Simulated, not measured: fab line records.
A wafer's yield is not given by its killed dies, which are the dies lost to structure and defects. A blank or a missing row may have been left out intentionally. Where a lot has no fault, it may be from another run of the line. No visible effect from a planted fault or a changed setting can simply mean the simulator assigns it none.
fab line records :: flow nand-harc
record
  lots=5
  wafers=15
  last-day=24
route steps=1159 shown P_ZERO_WELL@29 END@1159
lots untouched by any fault: they come from a run of this same line in which no faults occurred
start-h: hours from the record's first day to the start of the lot's first wafer shown :: wait-h: hours from the lot's prior step to this one :: " identical to the entry in the row above :: L1.1+2: a single row standing in for several wafers :: - value missing, or start not given :: * or withheld: withheld :: < > ~ a bound
route shown NAME@n: a module of which the file shows steps, and the number in the route of the first :: usual: mean/standard deviation taken from wafers without a fault :: same: alike in all rows :: chamber/n: place in a boat :: sites: readings site by site :: _std_site: standard deviation of those values :: _edge_site: inner sites' mean taken away from outer sites' mean :: radius-mm: how far each site lies from the wafer's centre :: mask NAME#n: copy n :: behind: the last tool/chamber to shape the wafer :: hold: why the lot was held/for how many hours/how that ended :: device: whichever transistor did not switch (one of n, p or np) :: end of line: the same wafers' tests at the end of the route :: a step given without rows: its recipe and nothing more :: killed: not the wafer's yield, but the dies lost to structure and defects at the first sort :: map: per-die view of a wafer (x killed, . not killed, _ where there is no die)
set.NAME: the setting the step ran with; set.NAME@STEP: the setting that earlier step ran with :: model.NAME: the simulator's own value behind a step, which no gauge read
a table for each step, a row for each wafer; lots at some steps of the route
services: from which hour (start-h, from the record's first day; less than 0 if before it) a tool's chamber was out of use, for how many hours, and why
## steps
# step NHARC_P_ZERO_WELL_CD_MEAS_24
# recipe
  target-cd-nm=720
  landing-energy-ev=500
# usual
  cd-nm=720.6/1.7
lot.wafer: L479.1
tool: cd-sem-03
chamber: 0
start-h: 20.64
wait-h: -
cd-nm: 722.2

lot.wafer: L479.3
tool: cd-sem-03
chamber: 0
start-h: 20.64
wait-h: -
cd-nm: 722.0

lot.wafer: L479.5
tool: cd-sem-03
chamber: 0
start-h: 20.64
wait-h: -
cd-nm: 720.6

lot.wafer: L492.1
tool: cd-sem-02
chamber: 0
start-h: 98.52
wait-h: -
cd-nm: 722.1

lot.wafer: L492.2
tool: cd-sem-02
chamber: 0
start-h: 98.52
wait-h: -
cd-nm: 722.5

lot.wafer: L492.5
tool: cd-sem-02
chamber: 0
start-h: 98.52
wait-h: -
cd-nm: 722.2

lot.wafer: L494.4
tool: cd-sem-01
chamber: 0
start-h: 110.49
wait-h: -
cd-nm: 719.6

lot.wafer: L494.5
tool: cd-sem-01
chamber: 0
start-h: 110.49
wait-h: -
cd-nm: 718.4

lot.wafer: L494.6
tool: cd-sem-01
chamber: 0
start-h: 110.49
wait-h: -
cd-nm: 719.5

lot.wafer: L495.1
tool: cd-sem-01
chamber: 0
start-h: 116.47
wait-h: -
cd-nm: 719.6

lot.wafer: L495.2
tool: cd-sem-01
chamber: 0
start-h: 116.47
wait-h: -
cd-nm: 721.9

lot.wafer: L495.4
tool: cd-sem-01
chamber: 0
start-h: 116.47
wait-h: -
cd-nm: 722.4

lot.wafer: L499.1
tool: cd-sem-03
chamber: 0
start-h: 140.59
wait-h: -
cd-nm: 719.6

lot.wafer: L499.3
tool: cd-sem-03
chamber: 0
start-h: 140.59
wait-h: -
cd-nm: 721.6

lot.wafer: L499.5
tool: cd-sem-03
chamber: 0
start-h: 140.59
wait-h: -
cd-nm: 721.6
# step NHARC_P_ZERO_WELL_HARDBAKE_25
# recipe
  temp-c=125
  time-s=80
# step NHARC_P_ZERO_WELL_DESCUM_26
# recipe
  time-s=3
  o2-flow-sccm=200
  ar-flow-sccm=0
  bias-power-w=0
  chemistry=O2
# usual
  drypump-motor-current-A=5.8/0.32
  mfc-ar-sccm=0.015/0.015
  oes-product-au=1.001/0.0095
  rf-vpp-V=57.9/0.84
  showerhead-plenum-p-Torr=1.95/0.056
  throttle-valve-pct=11.312/0.01
lot.wafer: L479.1
tool: rie-diel-07
chamber: 0
start-h: 20.82
wait-h: -
drypump-motor-current-A: 6.4
mfc-ar-sccm: 0
oes-product-au: 1.011
rf-hours-counter-h: 9
rf-vpp-V: 57.7
showerhead-plenum-p-Torr: 1.92
throttle-valve-pct: 11.300

lot.wafer: L479.3
tool: rie-diel-07
chamber: 1
start-h: 20.82
wait-h: -
drypump-motor-current-A: 5.4
mfc-ar-sccm: 0.036
oes-product-au: 0.991
rf-hours-counter-h: 9
rf-vpp-V: 60.4
showerhead-plenum-p-Torr: 2.03
throttle-valve-pct: 11.319

lot.wafer: L479.5
tool: rie-diel-07
chamber: 3
start-h: 20.82
wait-h: -
drypump-motor-current-A: 5.4
mfc-ar-sccm: 0.008
oes-product-au: 1.007
rf-hours-counter-h: -
rf-vpp-V: 57.3
showerhead-plenum-p-Torr: 1.97
throttle-valve-pct: 11.299

lot.wafer: L492.2
tool: rie-diel-02
chamber: 1
start-h: 98.68
wait-h: -
drypump-motor-current-A: 6.0
mfc-ar-sccm: 0.002
oes-product-au: 1.013
rf-hours-counter-h: 8
rf-vpp-V: 56.0
showerhead-plenum-p-Torr: 1.88
throttle-valve-pct: 11.308

lot.wafer: L492.1
tool: rie-diel-02
chamber: 2
start-h: 98.68
wait-h: -
drypump-motor-current-A: 6.0
mfc-ar-sccm: 0.024
oes-product-au: 1.005
rf-hours-counter-h: 9
rf-vpp-V: 58.3
showerhead-plenum-p-Torr: 2.02
throttle-valve-pct: 11.329

lot.wafer: L492.5
tool: rie-diel-02
chamber: 1
start-h: 98.68
wait-h: -
drypump-motor-current-A: 6.0
mfc-ar-sccm: 0.002
oes-product-au: 1.006
rf-hours-counter-h: -
rf-vpp-V: 56.6
showerhead-plenum-p-Torr: 1.88
throttle-valve-pct: 11.321

lot.wafer: L494.4
tool: rie-diel-07
chamber: 1
start-h: 110.64
wait-h: -
drypump-motor-current-A: 5.4
mfc-ar-sccm: 0.036
oes-product-au: 0.997
rf-hours-counter-h: 3
rf-vpp-V: 58.6
showerhead-plenum-p-Torr: 2.02
throttle-valve-pct: 11.316

lot.wafer: L494.6
tool: rie-diel-07
chamber: 1
start-h: 110.64
wait-h: -
drypump-motor-current-A: 5.4
mfc-ar-sccm: 0.036
oes-product-au: 1.000
rf-hours-counter-h: -
rf-vpp-V: 56.8
showerhead-plenum-p-Torr: 2.02
throttle-valve-pct: 11.305

lot.wafer: L494.5
tool: rie-diel-07
chamber: 2
start-h: 110.64
wait-h: -
drypump-motor-current-A: 5.8
mfc-ar-sccm: 0
oes-product-au: 0.991
rf-hours-counter-h: -
rf-vpp-V: 58.2
showerhead-plenum-p-Torr: 1.99
throttle-valve-pct: 11.317

lot.wafer: L495.2
tool: rie-diel-07
chamber: 3
start-h: 116.64
wait-h: -
drypump-motor-current-A: 5.4
mfc-ar-sccm: 0.008
oes-product-au: 0.992
rf-hours-counter-h: 3
rf-vpp-V: 57.5
showerhead-plenum-p-Torr: 1.97
throttle-valve-pct: 11.321

lot.wafer: L495.1
tool: rie-diel-07
chamber: 0
start-h: 116.64
wait-h: -
drypump-motor-current-A: 6.4
mfc-ar-sccm: 0
oes-product-au: 1.000
rf-hours-counter-h: 4
rf-vpp-V: 58.8
showerhead-plenum-p-Torr: 1.92
throttle-valve-pct: 11.307

lot.wafer: L495.4
tool: rie-diel-07
chamber: 1
start-h: 116.64
wait-h: -
drypump-motor-current-A: 5.4
mfc-ar-sccm: 0.036
oes-product-au: 0.995
rf-hours-counter-h: 3
rf-vpp-V: 58.9
showerhead-plenum-p-Torr: 2.02
throttle-valve-pct: 11.318

lot.wafer: L499.3
tool: rie-diel-07
chamber: 3
start-h: 140.78
wait-h: -
drypump-motor-current-A: 5.4
mfc-ar-sccm: 0.008
oes-product-au: 1.001
rf-hours-counter-h: 4
rf-vpp-V: 57.5
showerhead-plenum-p-Torr: 1.97
throttle-valve-pct: 11.325

lot.wafer: L499.1
tool: rie-diel-07
chamber: 0
start-h: 140.78
wait-h: -
drypump-motor-current-A: 6.4
mfc-ar-sccm: 0
oes-product-au: 1.016
rf-hours-counter-h: 4
rf-vpp-V: 58.0
showerhead-plenum-p-Torr: 1.92
throttle-valve-pct: 11.328

lot.wafer: L499.5
tool: rie-diel-07
chamber: 2
start-h: 140.78
wait-h: -
drypump-motor-current-A: 5.8
mfc-ar-sccm: 0
oes-product-au: 0.997
rf-hours-counter-h: -
rf-vpp-V: 57.2
showerhead-plenum-p-Torr: 1.99
throttle-valve-pct: 11.298
# step NHARC_P_ZERO_WELL_IMPLANT_27
# recipe
  energy-kev=600
  dose-cm2=1e+13
  tilt-deg=7
# step NHARC_P_ZERO_WELL_IMPLANT_57
# recipe
  energy-kev=250
  dose-cm2=4e+12
  tilt-deg=7
# step NHARC_P_ZERO_WELL_IMPLANT_58
# recipe
  energy-kev=100
  dose-cm2=2e+12
  tilt-deg=7
# step NHARC_P_ZERO_WELL_STRIP_28
# recipe
  time-s=840
  temp-c=130
  chemistry=SPM
# step NHARC_P_ZERO_WELL_DEHYDRATE_29
# recipe
  temp-c=150
  time-s=120
# step NHARC_P_ZERO_WELL_HMDS_30
# recipe
  time-s=30
# step NHARC_P_ZERO_WELL_COAT_31
# recipe
  spin-rpm=withheld
# step NHARC_P_ZERO_WELL_SOFTBAKE_32
# recipe
  temp-c=122
  time-s=95
# step NHARC_P_ZERO_WELL_EBR_33
# step NHARC_P_ZERO_WELL_EXPOSE_34
# recipe
  na=0.6
  target-cd-nm=720
  dose-mj=22.31
  mask-id=P_PWELL
# same
  na=0.6
lot.wafer: L479.1+3+5
tool: krf-scanner-03
chamber: 0
start-h: 38.26
wait-h: -
mask: P_HVPW#0

lot.wafer: L492.1+2+5
tool: krf-scanner-03
chamber: 0
start-h: 100.03
wait-h: -
mask: P_PWELL#0

lot.wafer: L494.4+5+6
tool: krf-scanner-03
chamber: 0
start-h: 111.98
wait-h: -
mask: P_PWELL#0

lot.wafer: L495.1+2+4
tool: krf-scanner-02
chamber: 0
start-h: 117.96
wait-h: -
mask: P_PWELL#0

lot.wafer: L499.1+3+5
tool: krf-scanner-03
chamber: 0
start-h: 141.94
wait-h: -
mask: P_PWELL#0
# step NHARC_P_ZERO_WELL_PEB_35
# recipe
  peb-temp-c=118
  peb-time-s=85
# step NHARC_P_ZERO_WELL_DEVELOP_36
# recipe
  time-s=70
# step NHARC_P_ZERO_WELL_CD_MEAS_37
# recipe
  target-cd-nm=720
  landing-energy-ev=500
# usual
  cd-nm=719.2/1.8
lot.wafer: L479.1
tool: cd-sem-02
chamber: 0
start-h: 38.42
wait-h: -
cd-nm: -

lot.wafer: L479.3
tool: cd-sem-02
chamber: 0
start-h: 38.42
wait-h: -
cd-nm: -

lot.wafer: L479.5
tool: cd-sem-02
chamber: 0
start-h: 38.42
wait-h: -
cd-nm: -

lot.wafer: L492.1
tool: cd-sem-01
chamber: 0
start-h: 100.18
wait-h: -
cd-nm: 716.7

lot.wafer: L492.2
tool: cd-sem-01
chamber: 0
start-h: 100.18
wait-h: -
cd-nm: 715.0

lot.wafer: L492.5
tool: cd-sem-01
chamber: 0
start-h: 100.18
wait-h: -
cd-nm: 719.8

lot.wafer: L494.4
tool: cd-sem-02
chamber: 0
start-h: 112.13
wait-h: -
cd-nm: 720.1

lot.wafer: L494.5
tool: cd-sem-02
chamber: 0
start-h: 112.13
wait-h: -
cd-nm: 719.6

lot.wafer: L494.6
tool: cd-sem-02
chamber: 0
start-h: 112.13
wait-h: -
cd-nm: 716.3

lot.wafer: L495.1
tool: cd-sem-03
chamber: 0
start-h: 118.12
wait-h: -
cd-nm: 718.4

lot.wafer: L495.2
tool: cd-sem-03
chamber: 0
start-h: 118.12
wait-h: -
cd-nm: 720.3

lot.wafer: L495.4
tool: cd-sem-03
chamber: 0
start-h: 118.12
wait-h: -
cd-nm: 717.0

lot.wafer: L499.1
tool: cd-sem-03
chamber: 0
start-h: 142.10
wait-h: -
cd-nm: 720.1

lot.wafer: L499.3
tool: cd-sem-03
chamber: 0
start-h: 142.10
wait-h: -
cd-nm: 718.6

lot.wafer: L499.5
tool: cd-sem-03
chamber: 0
start-h: 142.10
wait-h: -
cd-nm: 720.3
# step NHARC_P_ZERO_WELL_HARDBAKE_38
# recipe
  temp-c=125
  time-s=80
# step NHARC_END_SORT_01
# recipe
  temp-c=25
# usual
  killed-at-array=29/9.4
  killed-at-other=0.7/1.3
  killed-at-periphery=2.9/2.1
  killed-dies=32/9
  killed-open=3.3/1.8
  killed-short=1.9/1.4
# same
  gross-dies=677
lot.wafer: L479.1
tool: prober-01
chamber: 0
start-h: 479.39
wait-h: 2.5
killed-at-array: 20
killed-at-other: 0
killed-at-periphery: 657
killed-dies: 677
killed-open: 2
killed-short: 1

lot.wafer: L479.3
tool: prober-01
chamber: 0
start-h: 481.00
wait-h: 3.1
killed-at-array: 27
killed-at-other: 0
killed-at-periphery: 650
killed-dies: 677
killed-open: 3
killed-short: 3

lot.wafer: L479.5
tool: prober-01
chamber: 0
start-h: 482.61
wait-h: 3.7
killed-at-array: 29
killed-at-other: 0
killed-at-periphery: 648
killed-dies: 677
killed-open: 5
killed-short: 5
# killed by level:class
L479.1 P_ZERO_WELL:area-expose=653 A_SLIT:chamber-film-flake=11 P_GATE:chamber-film-flake=3 A_STAIRCASE:chamber-film-flake=2 A_ONON_D1:geometric-particle:short=1 A_CHANNEL_FILL_D1:geometric-particle:open=1 A_CONTACT:geometric-particle:open=1 P_ZERO_WELL:chamber-film-flake=1
L479.3 P_ZERO_WELL:area-expose=647 A_SLIT:chamber-film-flake=13 A_CHANNEL_HOLE_D1:chamber-film-flake=3 P_GATE:chamber-film-flake=2 A_CHANNEL_FILL_D1:chamber-film-flake=2 A_STAIRCASE:chamber-film-flake=2 A_CONTACT:chamber-film-flake=2 P_CONTACT:geometric-particle:short=1
L479.5 P_ZERO_WELL:area-expose=641 A_SLIT:chamber-film-flake=11 A_CHANNEL_HOLE_D1:chamber-film-flake=4 A_CONTACT:chamber-film-flake=4 A_CHANNEL_FILL_D1:chamber-film-flake=3 A_M0:chamber-film-flake=3 P_M0:geometric-particle:short=2 A_CONTACT:geometric-particle:open=2
# map L479.1 (x killed, . not)
____________x____________
_________xxxxxxx_________
_______xxxxxxxxxxx_______
______xxxxxxxxxxxxx______
_____xxxxxxxxxxxxxxx_____
____xxxxxxxxxxxxxxxxx____
____xxxxxxxxxxxxxxxxx____
___xxxxxxxxxxxxxxxxxxx___
___xxxxxxxxxxxxxxxxxxx___
__xxxxxxxxxxxxxxxxxxxxx__
__xxxxxxxxxxxxxxxxxxxxx__
_xxxxxxxxxxxxxxxxxxxxxxx_
_xxxxxxxxxxxxxxxxxxxxxxx_
_xxxxxxxxxxxxxxxxxxxxxxx_
_xxxxxxxxxxxxxxxxxxxxxxx_
_xxxxxxxxxxxxxxxxxxxxxxx_
xxxxxxxxxxxxxxxxxxxxxxxxx
xxxxxxxxxxxxxxxxxxxxxxxxx
xxxxxxxxxxxxxxxxxxxxxxxxx
xxxxxxxxxxxxxxxxxxxxxxxxx
xxxxxxxxxxxxxxxxxxxxxxxxx
_xxxxxxxxxxxxxxxxxxxxxxx_
_xxxxxxxxxxxxxxxxxxxxxxx_
_xxxxxxxxxxxxxxxxxxxxxxx_
_xxxxxxxxxxxxxxxxxxxxxxx_
_xxxxxxxxxxxxxxxxxxxxxxx_
__xxxxxxxxxxxxxxxxxxxxx__
__xxxxxxxxxxxxxxxxxxxxx__
___xxxxxxxxxxxxxxxxxxx___
___xxxxxxxxxxxxxxxxxxx___
____xxxxxxxxxxxxxxxxx____
____xxxxxxxxxxxxxxxxx____
_____xxxxxxxxxxxxxxx_____
______xxxxxxxxxxxxx______
_______xxxxxxxxxxx_______
_________xxxxxxx_________
____________x____________
# map L492.2 (x killed, . not)
____________.____________
_________......._________
_______..........._______
______.............______
_____............x.._____
____.................____
____.x...............____
___..xxx..............___
___......x............___
__.....x...............__
__.......x........x....__
_......................._
_......................._
_..........x............_
_...xxx................._
_.......x..............._
....x.x..................
....x.x..................
....xxx...x..............
.......x.................
....x...............x....
_....x.................._
_......................._
_................x......_
_.................xxxx.._
_...............xx.xxx.._
__................xxx..__
__.................x...__
___...............x..x___
___.............x.x.x.___
____................x____
____...............x.____
_____..............._____
______.............______
_______.........x._______
_________......._________
____________.____________
## services
tool: rie-diel-07
chamber: 2
start-h: -0.70
hours: 26.7
kind: repair

tool: rie-diel-07
chamber: 0
start-h: 5.70
hours: -
kind: clean

tool: rie-diel-07
chamber: 1
start-h: 5.70
hours: -
kind: clean

tool: rie-diel-07
chamber: 3
start-h: 5.70
hours: -
kind: clean

tool: rie-diel-02
chamber: 0
start-h: 17.96
hours: 6.9
kind: repair

tool: rie-diel-07
chamber: 0
start-h: 30.20
hours: -
kind: clean

tool: rie-diel-07
chamber: 1
start-h: 30.20
hours: -
kind: clean

tool: rie-diel-07
chamber: 2
start-h: 30.20
hours: -
kind: clean

tool: rie-diel-07
chamber: 3
start-h: 30.20
hours: -
kind: clean

tool: krf-scanner-02
chamber: -
start-h: 38.00
hours: 4.0
kind: pm

tool: rie-diel-02
chamber: 3
start-h: 43.72
hours: 3.7
kind: repair

tool: rie-diel-07
chamber: -
start-h: 51.20
hours: 9.0
kind: pm

tool: rie-diel-07
chamber: 0
start-h: 51.20
hours: 9.0
kind: vent-cycle

tool: rie-diel-07
chamber: 1
start-h: 51.20
hours: 9.0
kind: vent-cycle

tool: rie-diel-07
chamber: 2
start-h: 51.20
hours: 9.0
kind: vent-cycle

tool: rie-diel-07
chamber: 3
start-h: 51.20
hours: 9.0
kind: vent-cycle

tool: rie-diel-07
chamber: 0
start-h: 60.20
hours: -
kind: clean

tool: rie-diel-07
chamber: 1
start-h: 60.20
hours: -
kind: clean

tool: rie-diel-07
chamber: 2
start-h: 60.20
hours: -
kind: clean

tool: rie-diel-07
chamber: 3
start-h: 60.20
hours: -
kind: clean

tool: rie-diel-07
chamber: 0
start-h: 68.44
hours: 7.0
kind: repair

tool: rie-diel-07
chamber: 3
start-h: 95.64
hours: 9.9
kind: repair

tool: krf-scanner-03
chamber: -
start-h: 100.26
hours: 0.5
kind: repair

tool: krf-scanner-02
chamber: -
start-h: 107.01
hours: 2.9
kind: repair
## key
first-sign
  step=NHARC_P_ZERO_WELL_EXPOSE_34
  reading=mask
  direction=changed
effect
  step=NHARC_P_ZERO_WELL_CD_MEAS_37
  reading=cd-nm
  direction=missing
effect
  step=NHARC_END_SORT_01
  reading=killed-at-periphery
  direction=up
  sigmas=99+
  usual=2.9
  struck=651.7
more-kills-born-at
  NHARC_P_ZERO_WELL_EXPOSE_34@krf-scanner-03=1941
met-at NHARC_P_ZERO_WELL_EXPOSE_34
struck-wafers L479.1,L479.3,L479.5
later-rows-left-out L479.1,L479.3,L479.5
tester-left-out L479
fault
  kind=wrong-mask
  tool=any
  chamber=-
  onset-h=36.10
  steps=NHARC_P_ZERO_WELL_EXPOSE_34
  aux-copy=P_HVPW#0
  scope=struck-lots-only
# tester-left-out: of these lots the tester's yield and bins aren't shown, on N5 and GAA mostly nor the transistor test; their killed dies are dies lost to structure and defects alone, not to doping, threshold or leakage, so they don't give the yield
# later-rows-left-out: the simulator's readings of these wafers behind a module that went badly wrong aren't trusted and aren't shown, but for the sort
